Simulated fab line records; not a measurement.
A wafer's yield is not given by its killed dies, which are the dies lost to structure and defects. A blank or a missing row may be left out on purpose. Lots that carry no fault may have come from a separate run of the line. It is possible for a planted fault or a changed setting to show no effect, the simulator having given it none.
Comparing a struck lot with a sound one / flow nandHarc / 14 out of 1159 route steps
Sound: these wafers, L790.1, L790.3, L790.5. Struck: wafer L799.5 (left out: L799.1, a lot-mate that was not struck); the cause follows at the end.
Each step with rows lists, per side, the tool, then ch with its chambers, then its first start. Under that, the readings that differ: sound wafers / struck wafers / difference of the means / sigmas: that difference in standard deviations of wafers without a fault.
alike: words and numbers the same on both sides, and readings whose means are apart by under 2 such deviations; not compared: readings that were withheld, readings missing a value for some wafer, numbers with overlapping values and no deviation given by the record, and bounds like >300 which may hide the same value.
A row with sigmas, a row that says differs or no value, or rows on one side alone: a step with any of these is where the two part. Numbers that don't overlap but have no deviation are shown without sigmas and don't part them. A reading missing from all wafers of one side parts the sides only when that side holds two or more wafers.

NHARC_A_STAIRCASE_ETCH_223: etches the open film in C4F8/O2, target depth 100 nm, time 40.5 s.
  sound: rieDiel-06 ch 0,1,3; struck: rieDiel-06 ch 1
  alike: oesProductAu, rfVppV
  not compared: rfHoursCounterH
NHARC_A_STAIRCASE_TRIM_224: chemistry O2, time 211.2 s.
  sound: rieDiel-06 ch 0,2,3; struck: rieDiel-06 ch 1
reading=rfVppV (V); sound=58.0 58.0 58.4; struck=56.2; difference=-1.9; sigmas=-2
  alike: drypumpMotorCurrentA, oesProductAu, runLengthS, showerheadPlenumPTorr, throttleValvePct
  not compared: rfHoursCounterH
NHARC_A_STAIRCASE_ETCH_225: etches the open film in C4F8/O2, target depth 100 nm, time 40.5 s.
  sound: rieDiel-06 ch 2,3; struck: rieDiel-06 ch 3
  alike: oesProductAu, rfVppV
  not compared: rfHoursCounterH
NHARC_A_STAIRCASE_TRIM_226: chemistry O2, time 211.2 s.
  sound: rieDiel-06 ch 0,2; struck: rieDiel-06 ch 0
  alike: drypumpMotorCurrentA, oesProductAu, rfVppV, runLengthS, showerheadPlenumPTorr, throttleValvePct
  not compared: rfHoursCounterH
then, 2 steps without rows for these wafers: NHARC_A_STAIRCASE_ETCH_227 (etches the open film in C4F8/O2, target depth 100 nm, time 40.5 s); NHARC_A_STAIRCASE_TRIM_229 (chemistry O2, time 211.2 s).
NHARC_A_STAIRCASE_ETCH_230: etches the open film in C4F8/O2, target depth 100 nm, time 40.5 s.
  sound: rieDiel-06 ch 0,3; struck: rieDiel-06 ch 1
  alike: oesProductAu, rfVppV
  not compared: rfHoursCounterH
then, 4 steps without rows for these wafers: NHARC_A_STAIRCASE_TRIM_231 (chemistry O2, time 211.2 s); NHARC_A_STAIRCASE_ETCH_232 (etches the open film in C4F8/O2, target depth 100 nm, time 40.5 s); NHARC_A_STAIRCASE_TRIM_233 (chemistry O2, time 211.2 s); NHARC_A_STAIRCASE_ETCH_234 (etches the open film in C4F8/O2, target depth 100 nm, time 40.5 s).
NHARC_A_STAIRCASE_TRIM_235: chemistry O2, time 211.2 s.
  sound on rieDiel-06 ch 1,2,3, day 10 20:43; struck on rieDiel-06 ch 0, day 13 11:29
reading=runLengthS (s); sound=232.81 232.30 232.52; struck=162.27; difference=-70.27; sigmas=-99 or more
  alike: drypumpMotorCurrentA, oesProductAu, rfVppV, showerheadPlenumPTorr, throttleValvePct
  not compared: rfHoursCounterH
then, 1 step without rows for these wafers: NHARC_A_STAIRCASE_ETCH_236 (etches the open film in C4F8/O2, target depth 100 nm, time 40.5 s).
-- break in the record here, with 8 days between the starts of the struck wafers on either side (left off in module A_STAIRCASE, picked up again in module END, where the first step shown is number 1159 on the route) --
NHARC_END_SORT_01:
  here the record holds rows for the struck wafers (prober-02 ch 0, day 21 21:14) but none for the sound ones

WHERE THEY PART
Earliest at NHARC_A_STAIRCASE_TRIM_224; latest, in this record, at NHARC_END_SORT_01.

WHY: whatever the simulator had introduced
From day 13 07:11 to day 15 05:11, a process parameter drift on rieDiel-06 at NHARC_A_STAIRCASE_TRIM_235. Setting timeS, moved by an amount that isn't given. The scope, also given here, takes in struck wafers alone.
